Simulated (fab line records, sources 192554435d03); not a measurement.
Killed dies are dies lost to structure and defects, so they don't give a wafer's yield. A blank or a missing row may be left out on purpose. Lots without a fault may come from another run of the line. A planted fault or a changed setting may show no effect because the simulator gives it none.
A struck lot beside a sound one | flow n5_finfet | 37 steps out of a route of 1938
Sound: wafers L838.1, L838.2, L838.3. Struck: wafers L824.1, L824.4, L824.6. The cause comes at the end.
At each step with rows: each side's tool, then ch and its chambers, then its first start. Under that, the readings that differ: sound wafers | struck wafers | difference of the means | sigmas: that difference in standard deviations of wafers without a fault.
alike: readings whose means differ by less than 2 such deviations, and words and numbers that are the same on both sides. not compared: withheld readings, readings that some wafer has no value for, bounds like >300 that may hide the same value, and numbers for which the record gives no deviation and whose values overlap.
The two part at a step that has a row with sigmas, a row that says differs or no value, or rows on one side only. Numbers that don't overlap but have no deviation are shown without sigmas and don't part them. A reading that every wafer of one side lacks parts them only if that side has two wafers or more.

first, 9 steps without rows for these wafers: N5_BEOL_M4_ANNEAL_95 (time 240 s); N5_BEOL_M4_SPUTTER_96 (material Cu, target thk 4.5 nm, time 8.29 s); N5_BEOL_M4_ECD_50 (material Cu, target thk 300 nm); N5_BEOL_M4_ANNEAL_51 (time 90 s); N5_BEOL_M4_CMP_52 (polishes, stops on SiOC, t overpolish 6.8 s, target thk 40 nm); N5_BEOL_M4_PRE_CLEAN_60 (time 15 s); N5_BEOL_M4_CO_CAP_55 (material Co, precursor CCTBA/H2, target thk 2 nm, time 102.1 s); N5_BEOL_M4_PRE_CLEAN_56 (time 15 s); N5_BEOL_M4_DEP_57 (deposits SiCN from 3MS/NH3, target thk 8 nm, time 14 s).
N5_BEOL_M4_RC_MEAS_101:
  sound on prober-01 ch 0, day 13 14:08; struck on prober-02 ch 0, day 9 19:02
  alike: DIBL_N, DIBL_P, IOFF_N, IOFF_P, ION_N, ION_P, SS_N, SS_P, VT_N, VT_P
then, 24 steps without rows for these wafers: N5_BEOL_M5_ILD_DEP_00 (deposits SiCOH lowk from DEMS/porogen, target thk 140.64 nm, time 25.9 s); N5_BEOL_M5_CURE_79 (cures SiCOH lowk, time 240 s); N5_BEOL_M5_PECVD_70 (deposits SiO2 from TEOS/O2, target thk 16 nm, time 18 s); N5_BEOL_M5_HM_DEP_02 (deposits TiN, target thk 20 nm); N5_BEOL_M5_COAT_59 (time 60 s, resist thk 60 nm); N5_BEOL_M5_COAT_60 (time 60 s, resist thk 12 nm); N5_BEOL_M5_COAT_71 (time 60 s, resist thk 5 nm); N5_BEOL_M5_COAT_05 (resist thk 30 nm); N5_BEOL_M5_EBR_07; N5_BEOL_M5_SOFTBAKE_06 (time 60 s); N5_BEOL_M5_EXPOSE_08 (exposes mask M5, target cd 28 nm); N5_BEOL_M5_PEB_09 (peb time 60 s); N5_BEOL_M5_DEVELOP_10 (develop time 30 s); N5_BEOL_M5_DESCUM_16 (chemistry O2, time 7 s); N5_BEOL_M5_ETCH_72 (etches underlayer in N2/H2, target depth 6.5 nm, time 5.2 s); N5_BEOL_M5_ETCH_61 (etches SiARC in CF4, target depth 15.6 nm, time 26 s); N5_BEOL_M5_ETCH_62 (etches SOC in N2/H2, target depth 75 nm, overetch 15 nm, time 112.5 s); N5_BEOL_M5_STRIP_63 (strips in N2/H2); N5_BEOL_M5_STRIP_73 (strips in N2/H2); N5_BEOL_M5_STRIP_64 (strips in CF4); N5_BEOL_M5_HM_OPEN_17 (chemistry Cl2/BCl3, target TiN, target depth 20 nm, overetch 6 nm); N5_BEOL_M5_STRIP_19 (strips in O2); N5_BEOL_M5_COAT_65 (time 60 s, resist thk 60 nm); N5_BEOL_M5_COAT_66 (time 60 s, resist thk 12 nm).
N5_BEOL_M8_ETCH_65: etches SiARC in CF4, target depth 15.6 nm, time 26 s.
  sound on rie_diel-05 ch 0,1,3, day 15 01:22; struck on rie_diel-06 ch 0,2,3, day 11 04:04
  no value came back on the struck wafers for any of 9 readings (bias_w (W), cf4_flow_sccm (sccm) and others); on the sound wafers bias_w (W) reads 35.99 36.05 36.09
  reading                                      | sound          | struck         | difference | sigmas
  model.CAR-EUV_of_BEOL_M8_COAT_22.thk_nm (nm) | 11.4 11.2 11.2 | 20.4 20.4 20.4 | +9.1       |
N5_BEOL_M8_ETCH_66: etches SOC in N2/H2, target depth 80 nm, overetch 16 nm, time 120 s.
  sound on rie_diel-05 ch 0,1,3, day 15 01:23; struck on rie_diel-06 ch 0,2,3, day 11 04:06
  reading               | sound          | struck         | difference | sigmas
  oes_product_au (a.u.) | 0.57 0.60 0.69 | 0.26 0.25 0.31 | -0.35      | -5
  alike: bias_w, chamber_pressure_mTorr, drypump_motor_current_A, h2_flow_sccm, rf_vpp_V, showerhead_plenum_p_Torr, throttle_valve_pct
  not compared: rf_hours_counter_h
-- the record jumps here: 3 days lie between the struck wafers' starts before and after (it left off in module BEOL_M8 and takes up again in module PASSIVATION, whose first step shown is number 1936 of the route) --
N5_PASSIVATION_PROBE_49:
  the record has rows for the struck wafers here (prober-02, day 14 07:21) and none for the sound ones

WHERE THEY PART
First at N5_BEOL_M8_ETCH_65; last, within this record, at N5_PASSIVATION_PROBE_49.

WHY: what the simulator had put in
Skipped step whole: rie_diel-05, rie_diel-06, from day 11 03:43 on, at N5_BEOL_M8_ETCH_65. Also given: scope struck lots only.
